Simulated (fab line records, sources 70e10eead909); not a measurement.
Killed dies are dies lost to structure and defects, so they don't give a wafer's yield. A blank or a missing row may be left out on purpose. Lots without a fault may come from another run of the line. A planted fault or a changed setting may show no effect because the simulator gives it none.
Which tool did it? | flow nand_harc | 13 lots, 39 wafers sampled, at 5 steps of a route of 1159

WHAT THE GAUGES READ, wafer by wafer
NHARC_END_SORT_01. Usual: killed_at_array 29, standard deviation 10; killed_at_other 0.7, standard deviation 1; killed_at_periphery 3.7, standard deviation 2.6; killed_dies 33, standard deviation 10; killed_open 3.4, standard deviation 1.8; killed_short 1.8, standard deviation 1.3.
lot  | measured     | on        | killed_at_array | killed_at_other | killed_at_periphery | killed_dies | killed_open | killed_short | flag
L961 | day 23 15:43 | prober-02 | 46 51 56        | 3 1 2           | 1 2 1               | 50 54 59    | 5 2 2       | 1 1 1        |
L966 | day 24 15:05 | prober-02 | 26 27 33        | 0 2 3           | 3 7 3               | 29 36 39    | 3 3 4       | 2 4 1        |

WHICH TOOL RAN EACH LOT (tool, then ch and the chambers of the sampled wafers, then the start)
lot  | NHARC_A_WL_FILL_ETCHBACK_05       | NHARC_A_WL_FILL_ALD_19              | NHARC_A_CONTACT_SOFTBAKE_37       | NHARC_A_CONTACT_ETCH_114
L947 | rie_metal-03 ch 0,1, day 15 13:04 | ald_metal-04 ch 0,1, day 16 08:02   | litho_track-01 ch 0, day 16 18:00 | har_cap_etch-01 ch 0,1, day 16 21:00
L944 | rie_metal-02 ch 1, day 15 13:13   | ald_metal-04 ch 1,2,3, day 16 04:45 | litho_track-04 ch 0, day 16 15:00 | har_cap_etch-03 ch 1, day 16 17:56
L945 | rie_metal-01 ch 0,1, day 15 15:53 | ald_metal-03 ch 1,3, day 16 04:43   | litho_track-04 ch 0, day 16 14:00 | har_cap_etch-01 ch 0,1, day 16 16:41
L948 | rie_metal-03 ch 0,1, day 15 15:59 | ald_metal-03 ch 0,2, day 16 08:01   | litho_track-04 ch 0, day 16 18:00 | har_cap_etch-02 ch 0,1, day 16 20:48
L946 | rie_metal-02 ch 0,1, day 16 01:01 | ald_metal-04 ch 1,2,3, day 16 16:32 | litho_track-01 ch 0, day 17 06:00 | har_cap_etch-02 ch 0,1, day 17 08:41
L953 | rie_metal-02 ch 0,1, day 17 13:58 | ald_metal-03 ch 0,2,3, day 18 07:31 | litho_track-04 ch 0, day 18 20:00 | har_cap_etch-03 ch 0,1, day 18 22:45
L955 | rie_metal-03 ch 1, day 18 02:59   | ald_metal-01 ch 0,1,2, day 18 22:22 | litho_track-06 ch 0, day 19 09:00 | har_cap_etch-02 ch 1, day 19 12:19
L956 | rie_metal-02 ch 0,1, day 18 07:01 | ald_metal-03 ch 0,1,3, day 19 00:36 | litho_track-04 ch 0, day 19 12:00 | har_cap_etch-03 ch 0,1, day 19 14:52
L959 | rie_metal-02 ch 0,1, day 18 21:44 | ald_metal-01 ch 1,2, day 19 13:21   | litho_track-04 ch 0, day 19 22:00 | har_cap_etch-02 ch 0,1, day 20 01:45
L961 | rie_metal-01 ch 0,1, day 19 01:42 | ald_metal-04 ch 2,3, day 19 19:19   | litho_track-01 ch 0, day 20 06:00 | har_cap_etch-03 ch 0,1, day 20 08:44
L966 | rie_metal-02 ch 0,1, day 20 03:39 | ald_metal-04 ch 1,2,3, day 20 20:21 | litho_track-06 ch 0, day 21 10:00 | har_cap_etch-02 ch 0,1, day 21 12:27
L965 | rie_metal-01 ch 0,1, day 20 05:41 | ald_metal-03 ch 0,1,3, day 20 20:23 | litho_track-06 ch 0, day 21 12:00 | har_cap_etch-01 ch 0,1, day 21 14:28
L967 | rie_metal-03 ch 0,1, day 20 21:08 | ald_metal-03 ch 0,2, day 21 16:16   | litho_track-06 ch 0, day 22 04:00 | har_cap_etch-03 ch 0,1, day 22 06:38
- NHARC_A_WL_FILL_ETCHBACK_05: etches the open film in Cl2/BCl3, target depth 22 nm, time 60 s.
- NHARC_A_WL_FILL_ALD_19: deposits TiN, target thk 2 nm, pulse time 3 s, ald cycles 100.
- NHARC_A_CONTACT_SOFTBAKE_37: time 55 s.
- NHARC_A_CONTACT_ETCH_114: etches the open film in C4F8/O2/Ar, time 94 s, target depth 922 nm.

WHAT THE TOOLS THEMSELVES READ (means of the sampled wafers that have a number; where no wafer has one, the mark that the record gives instead)
NHARC_A_WL_FILL_ETCHBACK_05. Usual: chamber_pressure_mTorr 9.999 mTorr, standard deviation 0.0086; drypump_motor_current_A 5.6 A, standard deviation 0.51; oes_product_au 1.004 a.u., standard deviation 0.0097.
lot  | tool         | chamber_pressure_mTorr (mTorr) | drypump_motor_current_A (A) | oes_product_au (a.u.) | flag
L947 | rie_metal-03 | 10.002                         | 5.5                         | 0.998                 |
L944 | rie_metal-02 | 9.991                          | 5.1                         | 1.004                 |
L945 | rie_metal-01 | 9.998                          | 5.5                         | 1.020                 |
L948 | rie_metal-03 | 10.007                         | 5.5                         | 0.994                 |
L946 | rie_metal-02 | 10.004                         | 5.5                         | 1.016                 |
L953 | rie_metal-02 | 10.004                         | 5.3                         | 1.003                 |
L955 | rie_metal-03 | 10.002                         | 5.4                         | 1.013                 |
L956 | rie_metal-02 | 9.998                          | 5.3                         | 1.003                 |
L959 | rie_metal-02 | 10.006                         | 5.5                         | 0.993                 |
L961 | rie_metal-01 | 9.994                          | 6.0                         | 1.008                 |
L966 | rie_metal-02 | 9.990                          | 5.5                         | 0.995                 |
L965 | rie_metal-01 | 10.001                         | 5.5                         | 1.001                 |
L967 | rie_metal-03 | 9.987                          | 5.5                         | 1.013                 |

NHARC_A_WL_FILL_ALD_19. Usual: heater_power_w 1073 W, standard deviation 120; precursor_pulse_height_rel 1.002, standard deviation 0.021.
lot  | tool         | heater_power_w (W) | precursor_pulse_height_rel | flag
L947 | ald_metal-04 | 1157               | 1.011                      |
L944 | ald_metal-04 | 1111               | 1.007                      |
L945 | ald_metal-03 | 1147               | 1.000                      |
L948 | ald_metal-03 | 1079               | 1.000                      |
L946 | ald_metal-04 | 1095               | 1.018                      |
L953 | ald_metal-03 | 1128               | 0.997                      |
L955 | ald_metal-01 | 1068               | 1.014                      |
L956 | ald_metal-03 | 1125               | 0.991                      |
L959 | ald_metal-01 | 1092               | 0.999                      |
L961 | ald_metal-04 | 1087               | 0.998                      |
L966 | ald_metal-04 | 1103               | 1.024                      |
L965 | ald_metal-03 | 1131               | 0.991                      |
L967 | ald_metal-03 | 1078               | 0.997                      |

NHARC_A_CONTACT_SOFTBAKE_37. Usual: heater_power_total_W 188.44 W, standard deviation 0.12; plate_temp_C 105.00 C, standard deviation 0.11.
lot  | tool           | heater_power_total_W (W) | plate_temp_C (C) | flag
L947 | litho_track-01 | 188.47                   | 104.95           |
L944 | litho_track-04 | 188.43                   | 104.99           |
L945 | litho_track-04 | 188.46                   | 105.08           |
L948 | litho_track-04 | 188.40                   | 104.89           |
L946 | litho_track-01 | 188.43                   | 104.92           |
L953 | litho_track-04 | 188.44                   | 105.02           |
L955 | litho_track-06 | 188.32                   | 105.22           |
L956 | litho_track-04 | 182.95                   | 102.80           | OFF
L959 | litho_track-04 | 183.09                   | 102.80           | OFF
L961 | litho_track-01 | 188.36                   | 104.98           |
L966 | litho_track-06 | 188.54                   | 104.89           |
L965 | litho_track-06 | 188.42                   | 104.94           |
L967 | litho_track-06 | 188.42                   | 104.93           |

NHARC_A_CONTACT_ETCH_114. Usual: chamber_pressure_mTorr 20.002 mTorr, standard deviation 0.018.
lot  | tool            | chamber_pressure_mTorr (mTorr) | flag
L947 | har_cap_etch-01 | 20.009                         |
L944 | har_cap_etch-03 | 19.999                         |
L945 | har_cap_etch-01 | 19.978                         |
L948 | har_cap_etch-02 | 20.007                         |
L946 | har_cap_etch-02 | 19.999                         |
L953 | har_cap_etch-03 | 19.996                         |
L955 | har_cap_etch-02 | 19.990                         |
L956 | har_cap_etch-03 | 19.996                         |
L959 | har_cap_etch-02 | 20.010                         |
L961 | har_cap_etch-03 | 20.000                         |
L966 | har_cap_etch-02 | 20.004                         |
L965 | har_cap_etch-01 | 20.003                         |
L967 | har_cap_etch-03 | 19.988                         |

THE ANSWER, worked out from the rows above alone
Rule: a lot is off if the mean of its wafers that have a number lies more than 3 standard deviations from the usual mean. A lot without any number at a reading at which 4 lots or more have one is off too. The other lots that the step has rows for count as sound. The gauges are gone through in route order, then the tools' own readings, and for those a lot's mean is taken as printed above. The first step at which some lot is off is used, and at that step the reading that is off furthest; a lot without a number counts as furthest.
Off: L956, L959, at NHARC_A_CONTACT_SOFTBAKE_37 (heater_power_total_W).
A tool fits if, at that step or a process step before it, it ran every lot that is off, and no sound lot after the first of them. One fits: litho_track-04 at NHARC_A_CONTACT_SOFTBAKE_37. Its last sound lot is L953 (day 18 20:00), its first lot that is off L956 (day 19 12:00): a fault that began between those two fits.
The tool's own readings at NHARC_A_CONTACT_SOFTBAKE_37 bear it out: on the lots that are off they differ by more than 5 times the standard deviation of the sound lots' means. heater_power_total_W reads 183.02 W there against 188.43 W on the sound lots; plate_temp_C reads 102.80 C there against 104.98 C on the sound lots.

WHAT THE SIMULATOR HAD PUT IN
Process parameter drift: litho_track-04, from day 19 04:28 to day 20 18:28, at NHARC_A_CONTACT_SOFTBAKE_37. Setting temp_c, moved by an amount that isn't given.
Lots struck among those shown: L956, L959. The rule above found the same.
